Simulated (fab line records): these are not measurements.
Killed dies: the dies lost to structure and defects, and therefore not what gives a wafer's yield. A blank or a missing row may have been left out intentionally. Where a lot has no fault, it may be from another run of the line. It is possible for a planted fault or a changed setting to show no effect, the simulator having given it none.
Chamber matching | flow n5-finfet | 3 sister chambers for N5_BEOL_M3_CO_CAP_55 on cvd-co-02
The step material Co, precursor CCTBA/H2, target thk 2 nm, time 102.1 s. 6 wafers are shown with their chamber, then 7 later ones without.

== WAFERS, EACH WITH ITS CHAMBER ==
wafer  | chamber | heater-power-w (W)
L809.1 | 2       | 231
L809.3 | 0       | 271
L817.2 | 2       | 232
L817.5 | 1       | 232
L820.1 | 0       | 257
L820.2 | 1       | 236

== WAFERS WITH NO CHAMBER GIVEN ==
wafer  | heater-power-w (W)
L820.4 | 227
L825.1 | 225
L825.3 | 263
L825.4 | 240
L826.1 | 267
L826.3 | 227
L826.6 | 237

== WHICH CHAMBER EACH WENT THROUGH ==
wafer  | from the rows above     | in truth
L820.4 | can't be placed: 2 or 1 | 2
L825.1 | can't be placed: 2 or 1 | 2
L825.3 | 0                       | 0
L825.4 | can't be placed: 1 or 2 | 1
L826.1 | 0                       | 0
L826.3 | can't be placed: 2 or 1 | 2
L826.6 | can't be placed: 1 or 2 | 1
Placed correctly: 2 of 7. Not placeable from these rows: 5 (in 5, the candidates include the true chamber). Number placed wrongly: 0.
How it was worked out, from the rows above alone: a wafer's distance from a chamber is the root of the sum, over the readings, of the square of ((its reading less the chamber's mean) divided by the reading's scatter). If the next closest chamber is less than 2 further off than the closest, the wafer can't be placed; otherwise it belongs to the closest. Each chamber's mean is taken over the wafers shown for it. The scatter is the square root of a quotient: the sum, over the shown wafers, of each reading's squared deviation from its chamber's mean, divided by wafers minus chambers.
